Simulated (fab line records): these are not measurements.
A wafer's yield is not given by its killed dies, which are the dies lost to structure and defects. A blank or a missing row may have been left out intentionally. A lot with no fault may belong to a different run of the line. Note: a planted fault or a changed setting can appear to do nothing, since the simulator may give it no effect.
Split-lot experiment    flow n5_finfet    7 lots, 39 wafers read, on a route of 1938 steps

## ABOUT THE SPLIT
At N5_BEOL_M2_ETCH_70 (etches SOC in N2/H2, target depth 80 nm, overetch 24 nm, time 130 s), the setting time_s was moved away from the recipe's 130 s on 18 of the 39 wafers read, by -50.7% to +37.2%. All remaining wafers had this setting at the recipe value.

The reading comes from the split's own step.

## THE READING
SiARC_of_BEOL_M2_COAT_68.thk_nm (the simulator's own value, which no gauge read), in nm, at N5_BEOL_M2_ETCH_70 (etches SOC in N2/H2, target depth 80 nm, overetch 24 nm, time 130 s). The file does not state a usual value for it. The 21 wafers here that ran the recipe average 5.9 nm, standard deviation 0.14 nm.

wafer   tool, chamber at the split  time_s as run, s  against the recipe  SiARC_of_BEOL_M2_COAT_68.thk_nm, nm  against lot-mates on the recipe
L076.1  rie_diel-03, 1,2            174.3             +34.1%              3.6                                  -2.3
L076.6  rie_diel-03, 1,2            174.3             +34.1%              3.6                                  -2.3
L076.2  rie_diel-03, 2              130               recipe              5.8                                  -
L076.3  rie_diel-03, 0              174.3             +34.1%              3.8                                  -2.1
L076.4  rie_diel-03, 3              130               recipe              6                                    -
L076.5  rie_diel-03, 3              130               recipe              6                                    -
L078.1  rie_diel-03, 0              130               recipe              5.8                                  -
L078.2  rie_diel-03, 3              130               recipe              6                                    -
L078.3  rie_diel-03, 1,2,1          93.43             -28.1%              7.4                                  +1.6
L078.4  rie_diel-03, 1,2,1          93.43             -28.1%              7.4                                  +1.6
L078.6  rie_diel-03, 1,2,1          93.43             -28.1%              7.4                                  +1.6
L078.5  rie_diel-03, 2              130               recipe              5.6                                  -
L085.1  rie_diel-05, 2              178.3             +37.2%              3.4                                  -2.5
L085.2  rie_diel-05, 0,1            178.3             +37.2%              3.6                                  -2.3
L085.4  rie_diel-05, 0,1            178.3             +37.2%              3.6                                  -2.3
L085.3  rie_diel-05, 3,2            130               recipe              5.8                                  -
L085.6  rie_diel-05, 3,2            130               recipe              5.8                                  -
L085.5  rie_diel-05, 1              130               recipe              6                                    -
L089.1  rie_diel-03, 1,0,2          64.03             -50.7%              9                                    +3.1
L089.2  rie_diel-03, 1,0,2          64.03             -50.7%              9                                    +3.1
L089.4  rie_diel-03, 1,0,2          64.03             -50.7%              9                                    +3.1
L089.3  rie_diel-03, 3              130               recipe              6                                    -
L089.5  rie_diel-03, 3              130               recipe              6                                    -
L089.6  rie_diel-03, 0              130               recipe              5.8                                  -
L093.1  rie_diel-03, 1,2            130               recipe              5.8                                  -
L093.2  rie_diel-03, 1,2            130               recipe              5.8                                  -
L093.3  rie_diel-03, 3              130               recipe              6                                    -
L093.4  rie_diel-03, 0              109               -16.2%              6.8                                  +0.9
L093.5  rie_diel-03, 0              109               -16.2%              6.6                                  +0.7
L093.6  rie_diel-03, 3              109               -16.2%              7                                    +1.1
L094.1  rie_diel-03, 0              81.53             -37.3%              8                                    +2.3
L094.2  rie_diel-03, 2,3            81.53             -37.3%              8.2                                  +2.5
L094.3  rie_diel-03, 2,3            81.53             -37.3%              8.2                                  +2.5
L094.4  rie_diel-03, 1              130               recipe              5.8                                  -
L094.6  rie_diel-03, 1              130               recipe              5.8                                  -
L094.5  rie_diel-03, 0              130               recipe              5.6                                  -
L096.1  rie_diel-03, 3,2            130               recipe              6                                    -
L096.2  rie_diel-03, 3,2            130               recipe              6                                    -
L096.5  rie_diel-03, 0              130               recipe              5.6                                  -
When a row names more than one chamber, that row covers several wafers, and the file does not tell which wafer ran in which chamber.

FIT RESULTS
A straight line over all 39 wafers: SiARC_of_BEOL_M2_COAT_68.thk_nm changes by -0.0616 nm for each +1% of time_s; r = -1.00; the points scatter about the line by 0.14 nm.
The same after taking each lot's own level away (the mean of its wafers on the recipe; 39 wafers): -0.0623 nm for each +1%; r = -1.00; scatter 0.13 nm.
That fit puts the effect of the largest move of time_s on the reading at 3.2 nm.
From 5.73 to 5.93 nm: that is the span of the lots' own levels, equal to 1.4 times the standard deviation above.
Consequently the slope shifts little with the lot-to-lot level, the two slopes agreeing.
Check: +3.14 nm against its lot-mates is what the line predicts for one of the wafers moved furthest among these (-50.7%) when that wafer is left out of the fit. Against them it came out at +3.07 nm.

## ADDITIONAL SPLITS CARRIED BY THESE WAFERS
Other splits were also applied to these wafers ahead of the reading. Each is held against what the fit with the lots' levels taken away leaves over:
other split on the same wafers               wafers away from the commonest value  r with SiARC_of_BEOL_M2_COAT_68.thk_nm (lot level and that fit taken away)
N5_FIN_SAQP_PECVD_06 time_s                  15                                    +0.01
N5_SD_EPI_N_EPI_21 epi_growth_time_s         12                                    +0.06
N5_BEOL_M0_SAQP_SPACER2_ALD_26 target_thk_a  18                                    -0.09
N5_BEOL_M0_CUTY_ETCH_63 time_s               9                                     +0.32

## FILE'S OWN FIT
SiARC_of_BEOL_M2_COAT_68.thk_nm changes by -0.0621 nm for each +1% of time_s, r = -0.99.
